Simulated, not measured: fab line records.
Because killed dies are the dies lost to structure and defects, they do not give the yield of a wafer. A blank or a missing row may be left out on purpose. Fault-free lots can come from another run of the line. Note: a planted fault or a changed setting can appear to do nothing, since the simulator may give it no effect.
Which tool did it? ; flow n5 finfet ; at 1 step of a route of 1938, 11 lots with 32 wafers sampled

WHAT EACH GAUGE READ, for each wafer
N5_BEOL_M0_SAQP_CD_MEAS_14 targets a cd of 42.5 nm.
lot;measured;on;cd nm (nm)
L810;day 6 17:42;cd sem-02;42.7 42.6 42.4
L813;day 6 17:55;cd sem-03;42.8 42.9 42.6
L822;day 8 23:51;cd sem-01;43.0 43.0 43.2
L823;day 9 09:24;cd sem-03;42.9 42.9 42.5
L824;day 9 14:22;cd sem-01;43.1 42.3 42.9
L825;day 9 16:55;cd sem-02;42.8 43.3 43.6
L828;day 10 10:46;cd sem-03;42.1 43.0 43.6
L829;day 10 16:31;cd sem-03;43.2 42.9 42.9
L830;day 10 19:13;cd sem-03;42.9 43.1 42.5
L831;day 10 23:49;cd sem-03;42.3 41.9
L832;day 11 07:49;cd sem-01;42.8 42.6 43.0

EACH LOT AND THE TOOL THAT RAN IT (in order: tool; ch and the chambers of the sampled wafers; start)
The record holds no process step before these readings.

THE ANSWER, worked out from the rows above alone
Rule: usual is defined by the lots themselves. Put in order of their means at a reading, lots are off if they are a third of the lots or fewer, leave a main group of 4 or more, and stand apart from it by a gap of 3 or more times the standard deviation of the main group's means; of several such gaps the widest counts. The tables above print the reading to a certain number of digits; a main group whose means all agree to those digits is not used. A lot without any number at a reading at which 4 lots or more have one is off too. All remaining lots with rows at the step are treated as sound.
Nothing can be told from this: no lot is off at any reading shown.

WHAT THE SIMULATOR HAD PUT IN
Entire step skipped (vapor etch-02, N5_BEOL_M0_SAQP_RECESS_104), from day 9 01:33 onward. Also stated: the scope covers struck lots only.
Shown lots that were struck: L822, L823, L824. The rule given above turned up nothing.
